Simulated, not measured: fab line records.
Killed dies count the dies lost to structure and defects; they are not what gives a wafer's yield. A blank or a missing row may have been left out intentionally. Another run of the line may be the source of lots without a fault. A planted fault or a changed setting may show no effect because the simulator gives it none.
Comparing a struck lot with a sound one :: flow nand_harc :: 15 steps out of a route of 1159
Sound: wafers L741.1, L741.3, L741.5. Struck: wafers L746.1, L746.2, L746.3. The cause is given at the end.
For every step that has rows: the tool of each side, followed by ch and its chambers, followed by its first start. Under that, the readings that differ: sound wafers :: struck wafers :: difference of the means :: sigmas: that difference in standard deviations of wafers without a fault.
alike: a reading whose means differ by less than 2 such deviations, as well as words and numbers matching on both sides. not compared: withheld readings; readings where some wafer has no value; bounds like >300 that might hide an equal value; numbers whose values overlap and for which the record gives no deviation.
Wherever a step has rows on one side only, a row that says differs or no value, or a row with sigmas, the two part there. Numbers that have no deviation but don't overlap get no sigmas and don't part them. Lack of a reading on every wafer of one side parts them only where that side has two or more wafers.

first, 7 steps without rows for these wafers: NHARC_A_SLIT_HMDS_02 (time 30 s); NHARC_A_SLIT_COAT_03 (resist thk 90 nm); NHARC_A_SLIT_SOFTBAKE_04 (time 55 s); NHARC_A_SLIT_EBR_05; NHARC_A_SLIT_EXPOSE_06 (exposes mask SLIT); NHARC_A_SLIT_PEB_07 (peb time 65 s); NHARC_A_SLIT_DEVELOP_08 (develop time 35 s).
NHARC_A_SLIT_CD_MEAS_09 targets a cd of 300 nm.
  sound on cd_sem-01 ch 0, day 16 15:04; struck on cd_sem-03 ch 0, day 17 20:39
  alike: cd_nm
NHARC_A_SLIT_OVL_MEAS_10:
  sound on overlay-02, day 16 15:09; struck on overlay-01, day 17 20:44
reading: overlay_x_nm (nm)
sound: -0.3 -0.6 -1.0
struck: 1.8 1.5 1.5
difference: +2.2
sigmas: +3

reading: overlay_y_nm (nm)
sound: 0.4 0.4 0.0
struck: -1.2 -1.1 -1.1
difference: -1.4
sigmas: -2
NHARC_A_SLIT_INSPECT_11:
  sound on defect_inspect-02, day 16 15:11; struck on defect_inspect-01, day 17 20:47
  alike: raw_defect_count
NHARC_A_SLIT_DESCUM_14: chemistry O2, time 3 s.
  sound on rie_diel-02 ch 0,1,2, day 16 15:16; struck on rie_diel-10 ch 1,2,3, day 17 20:50
  alike: drypump_motor_current_A, oes_product_au, rf_vpp_V, showerhead_plenum_p_Torr, throttle_valve_pct
  not compared: rf_hours_counter_h
NHARC_A_SLIT_ETCH_24: etches the open film in CF4/CHF3, target depth 121 nm, time 60.5 s.
  sound on rie_diel-02 ch 1,2,3, day 16 15:21; struck on rie_diel-10 ch 0,1,2, day 17 20:56
  alike: bias_w, cf4_flow_sccm, drypump_motor_current_A, oes_product_au, rf_vpp_V, showerhead_plenum_p_Torr, throttle_valve_pct
  not compared: rf_hours_counter_h
NHARC_A_SLIT_ETCH_15: etches the open film in O2/COS, target depth 3200 nm, time 832 s.
  sound on rie_diel-02 ch 1,2, day 16 15:25; struck on rie_diel-10 ch 0,2,3, day 17 21:01
  no value came back on the struck wafers for any of 7 readings (bias_w (W), chamber_pressure_mTorr (mTorr) and others); on the sound wafers bias_w (W) reads 300.7 299.7 301.1
  not compared: rf_hours_counter_h
NHARC_A_SLIT_ETCH_17: etches the open film in C4F8/O2/Ar, time 1687.5 s, target depth 10100 nm.
  sound on har_etch-01 ch 0,1, day 16 20:13; struck on har_etch-01 ch 0,1, day 17 21:37
  alike: c4f8_flow_sccm, chamber_pressure_mTorr, drypump_motor_current_A, he_backside_leak_sccm, showerhead_plenum_p_Torr, throttle_valve_pct
  not compared: rf_hours_counter_h
-- record jumps: 8 days between struck wafers' starts before vs after; left off in module A_SLIT, resumes in module END, first step shown is number 1159 of the route --
NHARC_END_SORT_01:
  sound on prober-01 ch 0, day 24 12:38; struck on prober-01 ch 0, day 26 01:28
reading: killed_at_array
sound: 33 32 33
struck: 671 674 674
difference: +640
sigmas: +58

reading: killed_dies
sound: 38 33 34
struck: 677 677 677
difference: +642
sigmas: +58
  alike: killed_at_other, killed_at_periphery, killed_open, killed_short

== WHERE THEY PART ==
Last at NHARC_END_SORT_01 as far as this record goes, first at NHARC_A_SLIT_OVL_MEAS_10.

WHY: whatever the simulator had introduced
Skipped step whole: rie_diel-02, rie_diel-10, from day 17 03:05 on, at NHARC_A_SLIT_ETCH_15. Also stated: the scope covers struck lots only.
